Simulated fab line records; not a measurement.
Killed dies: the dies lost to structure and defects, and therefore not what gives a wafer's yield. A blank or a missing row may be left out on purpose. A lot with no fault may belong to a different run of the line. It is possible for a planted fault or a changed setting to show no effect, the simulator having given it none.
Which tool was responsible? / flow n5 finfet / 24 lots with 72 wafers sampled at 3 steps, on a route of 1938 steps

## WHAT THE GAUGES SHOWED, per wafer
N5_BEOL_M14_RS_MEAS_54: measures by four-point-probe.
lot=L075; measured=day 11 20:04; on=film metro-01; M14_RS (ohm/sq)=0.0319 0.0335 0.0320
lot=L074; measured=day 11 20:39; on=film metro-01; M14_RS (ohm/sq)=0.0331 0.0329 0.0334
lot=L077; measured=day 11 20:53; on=film metro-02; M14_RS (ohm/sq)=0.0330 0.0337 0.0337
lot=L076; measured=day 12 04:12; on=film metro-02; M14_RS (ohm/sq)=0.0350 0.0346 0.0348
lot=L079; measured=day 12 14:55; on=film metro-02; M14_RS (ohm/sq)=0.0345 0.0350 0.0332
lot=L078; measured=day 12 17:34; on=film metro-02; M14_RS (ohm/sq)=0.0331 0.0332 0.0327
lot=L080; measured=day 12 23:59; on=film metro-02; M14_RS (ohm/sq)=0.0325 0.0329 0.0326
lot=L082; measured=day 13 22:24; on=film metro-02; M14_RS (ohm/sq)=0.0350 0.0333 0.0336
lot=L084; measured=day 14 03:48; on=film metro-02; M14_RS (ohm/sq)=0.0332 0.0351 0.0326
lot=L083; measured=day 14 08:01; on=film metro-02; M14_RS (ohm/sq)=0.0355 0.0333 0.0352
lot=L085; measured=day 14 13:11; on=film metro-01; M14_RS (ohm/sq)=0.0339 0.0335 0.0340
lot=L086; measured=day 14 17:00; on=film metro-02; M14_RS (ohm/sq)=0.0341 0.0335 0.0325
lot=L089; measured=day 15 05:13; on=film metro-02; M14_RS (ohm/sq)=0.0334 0.0338 0.0342
lot=L081; measured=day 15 07:19; on=film metro-02; M14_RS (ohm/sq)=0.0330 0.0325 0.0344
lot=L088; measured=day 15 10:34; on=film metro-02; M14_RS (ohm/sq)=0.0347 0.0345 0.0347
lot=L087; measured=day 15 13:00; on=film metro-01; M14_RS (ohm/sq)=0.0321 0.0317 0.0328
lot=L090; measured=day 15 21:24; on=film metro-02; M14_RS (ohm/sq)=0.0341 0.0336 0.0339
lot=L093; measured=day 16 02:34; on=film metro-02; M14_RS (ohm/sq)=0.0341 0.0332 0.0335
lot=L092; measured=day 16 06:35; on=film metro-01; M14_RS (ohm/sq)=0.0331 0.0355 0.0332
lot=L094; measured=day 16 14:46; on=film metro-01; M14_RS (ohm/sq)=0.0341 0.0344 0.0344
lot=L095; measured=day 16 22:47; on=film metro-02; M14_RS (ohm/sq)=0.0343 0.0329 0.0331
lot=L097; measured=day 17 03:48; on=film metro-01; M14_RS (ohm/sq)=0.0339 0.0340 0.0325
lot=L096; measured=day 17 04:26; on=film metro-02; M14_RS (ohm/sq)=0.0326 0.0343 0.0322
lot=L091; measured=day 17 21:46; on=film metro-01; M14_RS (ohm/sq)=0.0334 0.0338 0.0335

N5_BEOL_M15_CD_MEAS_17 targets a cd of 360 nm.
lot=L075; measured=day 11 21:17; on=cd sem-02; cd nm (nm)=361.7 358.0 363.9
lot=L074; measured=day 11 22:08; on=cd sem-02; cd nm (nm)=359.8 357.4 360.5
lot=L077; measured=day 11 22:13; on=cd sem-02; cd nm (nm)=358.5 361.9 360.9
lot=L076; measured=day 12 05:25; on=cd sem-02; cd nm (nm)=359.5 360.9 361.4
lot=L079; measured=day 12 16:07; on=cd sem-01; cd nm (nm)=361.8 357.9 361.0
lot=L078; measured=day 12 19:40; on=cd sem-01; cd nm (nm)=363.2 362.9 362.6
lot=L080; measured=day 13 01:19; on=cd sem-03; cd nm (nm)=363.0 359.6 365.8
lot=L082; measured=day 13 23:44; on=cd sem-01; cd nm (nm)=362.6 362.3 363.1
lot=L084; measured=day 14 05:01; on=cd sem-03; cd nm (nm)=359.6 358.4 357.5
lot=L083; measured=day 14 09:14; on=cd sem-02; cd nm (nm)=365.3 361.1 357.8
lot=L085; measured=day 14 15:32; on=cd sem-03; cd nm (nm)=357.6 361.7 360.8
lot=L086; measured=day 14 20:44; on=cd sem-01; cd nm (nm)=358.8 358.0 359.9
lot=L089; measured=day 15 06:25; on=cd sem-03; cd nm (nm)=357.4 361.5 361.4
lot=L081; measured=day 15 08:31; on=cd sem-03; cd nm (nm)=358.6 361.5 363.3
lot=L088; measured=day 15 11:50; on=cd sem-02; cd nm (nm)=363.6 362.9 359.0
lot=L087; measured=day 15 14:21; on=cd sem-01; cd nm (nm)=356.7 363.7 360.8
lot=L090; measured=day 15 22:36; on=cd sem-02; cd nm (nm)=362.6 359.2 362.3
lot=L093; measured=day 16 03:46; on=cd sem-02; cd nm (nm)=364.0 360.5 358.0
lot=L092; measured=day 16 08:00; on=cd sem-01; cd nm (nm)=360.3 364.6 364.7
lot=L094; measured=day 16 16:06; on=cd sem-02; cd nm (nm)=360.2 360.4 362.5
lot=L095; measured=day 16 23:59; on=cd sem-02; cd nm (nm)=361.9 357.9 360.6
lot=L097; measured=day 17 05:08; on=cd sem-01; cd nm (nm)=362.2 359.4 357.2
lot=L096; measured=day 17 05:38; on=cd sem-03; cd nm (nm)=362.0 361.2 358.0
lot=L091; measured=day 17 22:59; on=cd sem-01; cd nm (nm)=361.2 361.0 364.1

## TOOL THAT RAN EACH LOT (tool first, then ch and the chambers of the sampled wafers, then the start)
lot=L075; N5_BEOL_M14_DEGAS_41=pvd sputter-03, day 11 18:49
lot=L074; N5_BEOL_M14_DEGAS_41=pvd sputter-01, day 11 19:14
lot=L077; N5_BEOL_M14_DEGAS_41=pvd sputter-03, day 11 19:17
lot=L076; N5_BEOL_M14_DEGAS_41=pvd sputter-03, day 12 02:52
lot=L079; N5_BEOL_M14_DEGAS_41=pvd sputter-03, day 12 13:37
lot=L078; N5_BEOL_M14_DEGAS_41=pvd sputter-01, day 12 16:18
lot=L080; N5_BEOL_M14_DEGAS_41=pvd sputter-01, day 12 22:35
lot=L082; N5_BEOL_M14_DEGAS_41=pvd sputter-03, day 13 21:08
lot=L084; N5_BEOL_M14_DEGAS_41=pvd sputter-01, day 14 02:32
lot=L083; N5_BEOL_M14_DEGAS_41=pvd sputter-03, day 14 06:34
lot=L085; N5_BEOL_M14_DEGAS_41=pvd sputter-03, day 14 11:44
lot=L086; N5_BEOL_M14_DEGAS_41=pvd sputter-02, day 14 15:44
lot=L089; N5_BEOL_M14_DEGAS_41=pvd sputter-03, day 15 03:31
lot=L081; N5_BEOL_M14_DEGAS_41=pvd sputter-03, day 15 06:02
lot=L088; N5_BEOL_M14_DEGAS_41=pvd sputter-02, day 15 09:04
lot=L087; N5_BEOL_M14_DEGAS_41=pvd sputter-01, day 15 11:16
lot=L090; N5_BEOL_M14_DEGAS_41=pvd sputter-03, day 15 19:53
lot=L093; N5_BEOL_M14_DEGAS_41=pvd sputter-03, day 16 01:14
lot=L092; N5_BEOL_M14_DEGAS_41=pvd sputter-01, day 16 05:19
lot=L094; N5_BEOL_M14_DEGAS_41=pvd sputter-03, day 16 13:29
lot=L095; N5_BEOL_M14_DEGAS_41=pvd sputter-02, day 16 21:24
lot=L097; N5_BEOL_M14_DEGAS_41=pvd sputter-01, day 17 02:32
lot=L096; N5_BEOL_M14_DEGAS_41=pvd sputter-02, day 17 02:53
lot=L091; N5_BEOL_M14_DEGAS_41=pvd sputter-03, day 17 19:56
- N5_BEOL_M14_DEGAS_41: time 60 s.

## WHAT THE TOOLS THEMSELVES READ (means of the sampled wafers that have a number; where no wafer has one, the mark that the record gives instead)
N5_BEOL_M14_DEGAS_41.
lot=L075; tool=pvd sputter-03; heater power w (W)=417
lot=L074; tool=pvd sputter-01; heater power w (W)=460
lot=L077; tool=pvd sputter-03; heater power w (W)=451
lot=L076; tool=pvd sputter-03; heater power w (W)=439
lot=L079; tool=pvd sputter-03; heater power w (W)=442
lot=L078; tool=pvd sputter-01; heater power w (W)=463
lot=L080; tool=pvd sputter-01; heater power w (W)=460
lot=L082; tool=pvd sputter-03; heater power w (W)=441
lot=L084; tool=pvd sputter-01; heater power w (W)=459
lot=L083; tool=pvd sputter-03; heater power w (W)=450
lot=L085; tool=pvd sputter-03; heater power w (W)=406
lot=L086; tool=pvd sputter-02; heater power w (W)=427
lot=L089; tool=pvd sputter-03; heater power w (W)=455
lot=L081; tool=pvd sputter-03; heater power w (W)=438
lot=L088; tool=pvd sputter-02; heater power w (W)=524
lot=L087; tool=pvd sputter-01; heater power w (W)=457
lot=L090; tool=pvd sputter-03; heater power w (W)=430
lot=L093; tool=pvd sputter-03; heater power w (W)=455
lot=L092; tool=pvd sputter-01; heater power w (W)=463
lot=L094; tool=pvd sputter-03; heater power w (W)=442
lot=L095; tool=pvd sputter-02; heater power w (W)=422
lot=L097; tool=pvd sputter-01; heater power w (W)=426
lot=L096; tool=pvd sputter-02; heater power w (W)=475
lot=L091; tool=pvd sputter-03; heater power w (W)=408

## THE ANSWER, worked out from the rows above alone
Rule: the lots themselves supply what counts as usual. Put in order of their means at a reading, lots are off if they are a third of the lots or fewer, leave a main group of 4 or more, and stand apart from it by a gap of 3 or more times the standard deviation of the main group's means; of several such gaps the widest counts. If all means in a main group match to the digits the tables above print for the reading, that group is not used. A lot without any number at a reading at which 4 lots or more have one is off too. All remaining lots with rows at the step are treated as sound. After the gauges, taken in route order, come the tools' own readings; for these a lot's mean is taken, as printed above. The first step at which some lot is off is used, and at that step the reading that is off furthest; a lot without a number counts as furthest.
No lot is off on any of the readings shown, so nothing can be concluded from this.

## WHAT WAS PUT IN BY THE SIMULATOR
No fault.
